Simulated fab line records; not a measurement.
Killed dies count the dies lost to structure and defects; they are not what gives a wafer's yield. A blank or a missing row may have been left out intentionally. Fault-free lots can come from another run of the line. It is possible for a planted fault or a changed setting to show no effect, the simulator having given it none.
The tool behind it: which one?	flow n5_finfet	22 lots, 66 wafers sampled, at 6 steps of a route of 1938

## WHAT EACH GAUGE READ, for each wafer
No reading from a measuring or inspecting step in the record can be judged against a usual standard deviation.

## TOOL THAT RAN EACH LOT (tool first, then ch and the chambers of the sampled wafers, then the start)
lot	N5_ZERO_LAYER_STRIP_24	N5_FIN_SAQP_HM_DEP_72	N5_FIN_SAQP_ETCH_65	N5_FIN_SAQP_SPACER2_ETCHBACK_29	N5_FIN_SAQP_STRIP_77	N5_STI_FIN_REVEAL_DENSIFY_30
L074	plasma_asher-02 ch 0,1, day 1 13:13	pecvd-02 ch 0,2, day 1 21:40	rie_si-01 ch 1,2, day 2 00:49	rie_diel-02 ch 0,1,2, day 2 02:01	rie_diel-02 ch 0,3, day 2 02:21	rtp_anneal-02 ch 0, day 2 10:23
L075	plasma_asher-02 ch 0,1, day 1 18:55	pecvd-01 ch 0,1,2, day 2 03:00	rie_si-01 ch 1,2, day 2 05:49	rie_diel-04 ch 1,2, day 2 07:01	rie_diel-06 ch 0,3, day 2 07:28	rtp_anneal-02 ch 0, day 2 15:08
L076	plasma_asher-02 ch 1, day 2 00:54	pecvd-02 ch 0,1,2, day 2 09:33	rie_si-02 ch 0,1,3, day 2 12:14	rie_diel-02 ch 2,3, day 2 14:53	rie_diel-06 ch 0,1, day 2 15:13	rtp_anneal-02 ch 0, day 2 23:04
L077	plasma_asher-02 ch 0,1, day 2 06:53	pecvd-03 ch 0,2, day 2 15:38	rie_si-03 ch 0,2, day 2 20:24	rie_diel-02 ch 0,1,3, day 2 21:46	rie_diel-06 ch 0,1,2, day 2 22:07	rtp_anneal-02 ch 0, day 3 06:05
L078	plasma_asher-02 ch 1, day 2 12:53	pecvd-02 ch 1,2, day 2 21:47	rie_si-02 ch 0,1,2, day 3 01:16	rie_diel-04 ch 2,3, day 3 02:29	rie_diel-04 ch 1,2, day 3 02:49	rtp_anneal-02 ch 0, day 3 11:29
L079	plasma_asher-02 ch 0,1, day 2 19:02	pecvd-01 ch 0,1, day 3 03:19	rie_si-02 ch 0,1,3, day 3 06:15	rie_diel-04 ch 1,3, day 3 07:30	rie_diel-02 ch 2,3, day 3 07:58	rtp_anneal-02 ch 0, day 3 16:03
L080	plasma_asher-02 ch 0,1, day 3 01:28	pecvd-02 ch 0,1,2, day 3 09:40	rie_si-01 ch 0,2,3, day 3 13:21	rie_diel-04 ch 2,3, day 3 14:32	rie_diel-06 ch 1,2,3, day 3 14:53	rtp_anneal-02 ch 0, day 3 22:19
L081	plasma_asher-02 ch 0,1, day 3 07:20	pecvd-03 ch 0,1, day 3 16:09	rie_si-03 ch 0,1,3, day 3 18:53	rie_diel-04 ch 0,1,2, day 3 20:17	rie_diel-06 ch 1,2, day 3 20:38	rtp_anneal-01 ch 0, day 4 04:35
L082	plasma_asher-02 ch 0,1, day 3 12:53	pecvd-03 ch 0,1, day 3 21:40	rie_si-03 ch 0,1,2, day 4 00:34	rie_diel-02 ch 1,2,3, day 4 01:47	rie_diel-02 ch 0,2,3, day 4 02:07	rtp_anneal-01 ch 0, day 4 09:31
L083	plasma_asher-02 ch 0,1, day 3 19:05	pecvd-01 ch 0,1, day 4 05:08	rie_si-03 ch 0,1,2, day 4 08:15	rie_diel-04 ch 1,2,3, day 4 09:34	rie_diel-06 ch 0,1,2, day 4 09:56	rtp_anneal-02 ch 0, day 4 17:45
L084	plasma_asher-02 ch 0,1, day 4 00:57	pecvd-02 ch 0,1,2, day 4 09:40	rie_si-01 ch 0,2,3, day 4 12:16	rie_diel-04 ch 2,3, day 4 13:28	rie_diel-06 ch 1,2, day 4 13:48	rtp_anneal-02 ch 0, day 4 23:12
L086	plasma_asher-02 ch 0, day 4 13:01	pecvd-02 ch 1,2, day 4 22:25	rie_si-03 ch 0,2,3, day 5 01:24	rie_diel-04 ch 0,1,2, day 5 02:39	rie_diel-04 ch 0,2,3, day 5 03:00	rtp_anneal-01 ch 0, day 5 10:23
L087	plasma_asher-02 ch 0,1, day 4 18:56	pecvd-01 ch 0,1, day 5 03:19	rie_si-01 ch 0,1,2, day 5 06:32	rie_diel-06 ch 0,1, day 5 07:43	rie_diel-02 ch 1,2, day 5 08:04	rtp_anneal-02 ch 0, day 5 15:45
L088	plasma_asher-02 ch 0,1, day 5 01:08	pecvd-01 ch 0,1,2, day 5 09:25	rie_si-01 ch 0,1,2, day 5 12:21	rie_diel-04 ch 0,2, day 5 14:02	rie_diel-02 ch 0,2,3, day 5 14:23	rtp_anneal-02 ch 0, day 5 22:37
L089	plasma_asher-01 ch 0,1, day 5 06:55	pecvd-01 ch 0,1,2, day 5 15:49	rie_si-02 ch 2,3, day 5 18:29	rie_diel-06 ch 0,2, day 5 19:41	rie_diel-04 ch 0,3, day 5 20:05	rtp_anneal-02 ch 0, day 6 04:08
L090	plasma_asher-02 ch 0,1, day 5 12:55	pecvd-03 ch 0,2, day 5 20:54	rie_si-01 ch 0,1,2, day 5 23:59	rie_diel-04 ch 0,2,3, day 6 02:58	rie_diel-04 ch 2,3, day 6 03:19	rtp_anneal-02 ch 0, day 6 10:48
L091	plasma_asher-01 ch 0,1, day 5 18:53	pecvd-01 ch 2, day 6 03:37	rie_si-03 ch 0,1,2, day 6 07:03	rie_diel-02 ch 0,2,3, day 6 08:43	rie_diel-02 ch 0,3, day 6 09:03	rtp_anneal-01 ch 0, day 6 16:34
L092	plasma_asher-01 ch 0,1, day 6 01:25	pecvd-01 ch 1,2, day 6 10:19	rie_si-02 ch 0,1, day 6 12:55	rie_diel-06 ch 1,2, day 6 14:18	rie_diel-06 ch 0,1,2, day 6 14:51	rtp_anneal-01 ch 0, day 7 00:07
L093	plasma_asher-02 ch 0,1, day 6 07:03	pecvd-03 ch 0,2, day 6 15:14	rie_si-01 ch 0,2,3, day 6 18:04	rie_diel-06 ch 0,1,2, day 6 19:20	rie_diel-02 ch 0,3, day 6 19:44	rtp_anneal-01 ch 0, day 7 03:31
L095	plasma_asher-01 ch 0,1, day 6 18:54	pecvd-02 ch 1,2, day 7 03:36	rie_si-02 ch 0,2,3, day 7 06:47	rie_diel-02 ch 0,3, day 7 08:05	rie_diel-06 ch 0,2, day 7 08:25	rtp_anneal-01 ch 0, day 7 16:07
L096	plasma_asher-02 ch 0,1, day 7 00:55	pecvd-01 ch 0,1,2, day 7 08:49	rie_si-01 ch 1,2, day 7 12:05	rie_diel-06 ch 0,1,2, day 7 13:19	rie_diel-06 ch 0,1,2, day 7 13:40	rtp_anneal-02 ch 0, day 7 21:32
L097	plasma_asher-01 ch 0,1, day 7 07:05	pecvd-01 ch 0,1,2, day 7 15:29	rie_si-03 ch 0,1, day 7 19:11	rie_diel-06 ch 1,2, day 7 20:49	rie_diel-06 ch 0,1, day 7 21:35	rtp_anneal-01 ch 0, day 8 04:59
- N5_ZERO_LAYER_STRIP_24: strips in O2.
- N5_FIN_SAQP_HM_DEP_72: deposits SiO2 from SiH4/N2O, target thk 12 nm, time 7.2 s.
- N5_FIN_SAQP_ETCH_65: etches SiO2 in CF4, target depth 4 nm, time 4.4 s.
- N5_FIN_SAQP_SPACER2_ETCHBACK_29: etches SiO2 in CHF3/O2, target depth 12.2 nm, time 6.1 s.
- N5_FIN_SAQP_STRIP_77: strips in N2/H2, time 90 s.
- N5_STI_FIN_REVEAL_DENSIFY_30

## WHAT THE TOOLS THEMSELVES READ (means of the sampled wafers that have a number; where no wafer has one, the mark that the record gives instead)
N5_ZERO_LAYER_STRIP_24.
lot	tool	drypump_motor_current_A (A)	heater_power_w (W)	oes_product_au (a.u.)	strip_time_to_endpoint_s (s)
L074	plasma_asher-02	5.4	346	0.645	43.81
L075	plasma_asher-02	5.6	336	0.644	43.89
L076	plasma_asher-02	5.8	321	0.645	43.86
L077	plasma_asher-02	5.5	334	0.645	43.86
L078	plasma_asher-02	5.8	318	0.646	43.90
L079	plasma_asher-02	5.6	338	0.645	43.89
L080	plasma_asher-02	5.5	337	0.648	43.99
L081	plasma_asher-02	5.6	332	0.647	43.75
L082	plasma_asher-02	5.5	335	0.650	43.91
L083	plasma_asher-02	5.5	335	0.644	43.80
L084	plasma_asher-02	5.5	338	0.648	43.87
L086	plasma_asher-02	5.1	359	0.644	43.86
L087	plasma_asher-02	5.6	334	0.644	43.93
L088	plasma_asher-02	5.3	348	0.647	43.89
L089	plasma_asher-01	6.0	374	0.645	43.80
L090	plasma_asher-02	5.5	337	0.645	43.72
L091	plasma_asher-01	5.8	372	0.648	43.88
L092	plasma_asher-01	6.0	379	0.647	43.97
L093	plasma_asher-02	5.4	352	0.647	43.73
L095	plasma_asher-01	6.0	382	0.649	43.84
L096	plasma_asher-02	5.6	338	0.647	43.97
L097	plasma_asher-01	5.7	366	0.647	43.85

N5_FIN_SAQP_HM_DEP_72.
lot	tool	heater_power_w (W)	showerhead_plenum_p_Torr (Torr)	showerhead_vpp_V (V)	susceptor_temp_C (C)
L074	pecvd-02	745	8.15	1032	399.98
L075	pecvd-01	700	8.19	1039	400.06
L076	pecvd-02	812	8.15	1058	400.15
L077	pecvd-03	748	8.44	998	399.77
L078	pecvd-02	827	8.13	1081	400.10
L079	pecvd-01	801	8.12	1045	400.18
L080	pecvd-02	761	8.16	1046	400.03
L081	pecvd-03	683	8.40	1017	400.26
L082	pecvd-03	726	8.41	1018	399.86
L083	pecvd-01	751	8.13	1049	400.17
L084	pecvd-02	841	8.15	1043	400.21
L086	pecvd-02	798	8.12	1083	400.21
L087	pecvd-01	797	8.11	1057	399.89
L088	pecvd-01	756	8.18	1055	399.99
L089	pecvd-01	687	8.17	1049	400.17
L090	pecvd-03	740	8.45	1007	400.15
L091	pecvd-01	788	8.28	1022	400.27
L092	pecvd-01	822	8.22	1020	400.06
L093	pecvd-03	676	8.36	973	399.96
L095	pecvd-02	730	8.17	1049	399.72
L096	pecvd-01	760	8.17	1049	400.28
L097	pecvd-01	730	8.19	1049	399.96

N5_FIN_SAQP_ETCH_65.
lot	tool	drypump_motor_current_A (A)	he_backside_leak_sccm (sccm)	oes_product_au (a.u.)	throttle_valve_pct (%)
L074	rie_si-01	5.5	2.66	0.998	22.03
L075	rie_si-01	5.5	2.82	0.993	22.24
L076	rie_si-02	6.2	2.69	1.017	21.71
L077	rie_si-03	5.7	2.73	0.969	21.71
L078	rie_si-02	6.0	2.79	1.005	21.62
L079	rie_si-02	6.2	2.46	1.007	21.71
L080	rie_si-01	5.9	2.93	0.988	21.83
L081	rie_si-03	5.4	2.65	0.959	21.89
L082	rie_si-03	5.5	2.83	0.952	21.88
L083	rie_si-03	5.5	2.85	0.959	21.87
L084	rie_si-01	5.9	2.93	0.991	21.83
L086	rie_si-03	5.6	2.64	0.959	21.73
L087	rie_si-01	5.8	2.73	0.987	21.94
L088	rie_si-01	5.8	2.66	0.985	21.94
L089	rie_si-02	6.2	2.73	1.023	21.56
L090	rie_si-01	5.8	2.76	0.984	21.95
L091	rie_si-03	5.5	2.81	0.960	21.88
L092	rie_si-02	6.0	2.63	1.003	21.75
L093	rie_si-01	5.9	2.73	0.977	21.75
L095	rie_si-02	6.0	2.67	1.012	21.60
L096	rie_si-01	5.4	2.75	0.978	22.23
L097	rie_si-03	5.3	2.69	0.954	22.05

N5_FIN_SAQP_SPACER2_ETCHBACK_29.
lot	tool	drypump_motor_current_A (A)	oes_product_au (a.u.)	rf_vpp_V (V)	showerhead_plenum_p_Torr (Torr)	throttle_valve_pct (%)
L074	rie_diel-02	6.0	0.79	514	2.40	18.81
L075	rie_diel-04	5.9	0.85	520	2.53	18.84
L076	rie_diel-02	6.5	0.71	537	2.41	19.23
L077	rie_diel-02	6.3	0.78	520	2.39	18.94
L078	rie_diel-04	5.9	0.84	515	2.47	18.73
L079	rie_diel-04	5.8	0.72	515	2.36	18.77
L080	rie_diel-04	5.9	0.78	512	2.38	18.70
L081	rie_diel-04	5.9	0.86	523	2.52	18.87
L082	rie_diel-02	6.4	0.76	523	2.43	19.11
L083	rie_diel-04	5.9	0.76	517	2.44	18.81
L084	rie_diel-04	5.9	0.76	512	2.38	18.71
L086	rie_diel-04	5.9	0.83	522	2.52	18.89
L087	rie_diel-06	5.9	0.83	522	2.38	18.66
L088	rie_diel-04	5.9	0.89	519	2.54	18.81
L089	rie_diel-06	5.9	0.76	520	2.42	18.73
L090	rie_diel-04	5.9	0.83	516	2.45	18.77
L091	rie_diel-02	6.2	0.71	528	2.36	19.02
L092	rie_diel-06	5.5	0.80	517	2.37	18.74
L093	rie_diel-06	5.7	0.77	518	2.39	18.75
L095	rie_diel-02	6.1	0.71	526	2.31	18.89
L096	rie_diel-06	5.7	0.77	518	2.39	18.76
L097	rie_diel-06	5.5	0.79	516	2.36	18.77

N5_FIN_SAQP_STRIP_77.
lot	tool	drypump_motor_current_A (A)	oes_product_au (a.u.)	rf_vpp_V (V)	showerhead_plenum_p_Torr (Torr)	throttle_valve_pct (%)
L074	rie_diel-02	6.1	0.75	44.4	3.27	12.16
L075	rie_diel-06	6.4	0.80	46.0	3.46	12.08
L076	rie_diel-06	6.2	0.83	44.8	3.39	12.00
L077	rie_diel-06	5.7	0.82	45.6	3.37	12.09
L078	rie_diel-04	5.9	0.85	45.9	3.54	12.12
L079	rie_diel-02	6.5	0.72	45.4	3.33	12.42
L080	rie_diel-06	5.7	0.81	44.7	3.41	12.15
L081	rie_diel-06	5.5	0.85	45.2	3.33	12.08
L082	rie_diel-02	6.2	0.73	44.7	3.29	12.24
L083	rie_diel-06	5.7	0.80	45.0	3.37	12.13
L084	rie_diel-06	5.2	0.80	44.9	3.35	12.23
L086	rie_diel-04	5.9	0.85	46.2	3.46	12.14
L087	rie_diel-02	6.0	0.77	45.7	3.35	12.09
L088	rie_diel-02	6.2	0.72	44.9	3.29	12.28
L089	rie_diel-04	5.9	0.78	45.9	3.34	12.14
L090	rie_diel-04	6.0	0.82	45.5	3.44	12.09
L091	rie_diel-02	6.1	0.72	44.3	3.25	12.26
L092	rie_diel-06	5.7	0.78	45.6	3.36	12.17
L093	rie_diel-02	6.1	0.72	45.5	3.25	12.27
L095	rie_diel-06	5.4	0.74	44.7	3.38	12.33
L096	rie_diel-06	5.7	0.77	45.5	3.35	12.20
L097	rie_diel-06	6.2	0.78	45.4	3.37	12.13

N5_STI_FIN_REVEAL_DENSIFY_30.
lot	tool	lamp_power_pct (%)	lamp_zone_7_pct (%)
L074	rtp_anneal-02	11.52	11.949
L075	rtp_anneal-02	11.54	11.951
L076	rtp_anneal-02	11.49	11.959
L077	rtp_anneal-02	11.57	11.963
L078	rtp_anneal-02	11.48	11.974
L079	rtp_anneal-02	11.55	11.966
L080	rtp_anneal-02	11.47	11.954
L081	rtp_anneal-01	11.51	11.955
L082	rtp_anneal-01	11.47	11.977
L083	rtp_anneal-02	11.56	11.973
L084	rtp_anneal-02	11.55	11.973
L086	rtp_anneal-01	11.52	11.964
L087	rtp_anneal-02	11.51	11.957
L088	rtp_anneal-02	11.50	11.967
L089	rtp_anneal-02	11.53	11.961
L090	rtp_anneal-02	11.49	11.972
L091	rtp_anneal-01	11.55	11.964
L092	rtp_anneal-01	11.49	11.945
L093	rtp_anneal-01	11.59	11.959
L095	rtp_anneal-01	11.58	11.965
L096	rtp_anneal-02	11.54	11.969
L097	rtp_anneal-01	11.53	11.960

## THE ANSWER, worked out from the rows above alone
Rule: what is usual is taken from the lots themselves. The widest of any qualifying gaps counts: lots, ordered by their means at a reading, are off when they make up no more than a third of the lots, leave a main group of 4 or more, and stand apart from it by 3 or more times the standard deviation of that group's means. A main group whose means are all the same, to the digits that the tables above print for the reading, isn't used. Also off: a lot with no number at a reading for which 4 or more lots have one. Where the step has rows for the other lots, those lots are counted as sound. After the gauges, taken in route order, come the tools' own readings; for these a lot's mean is taken, as printed above. At the first step where some lot is off, the reading lying furthest off is the one used; lots without a number count as furthest.
No lot is off on any of the readings shown, so nothing can be concluded from this.

## WHAT HAD BEEN PUT IN BY THE SIMULATOR
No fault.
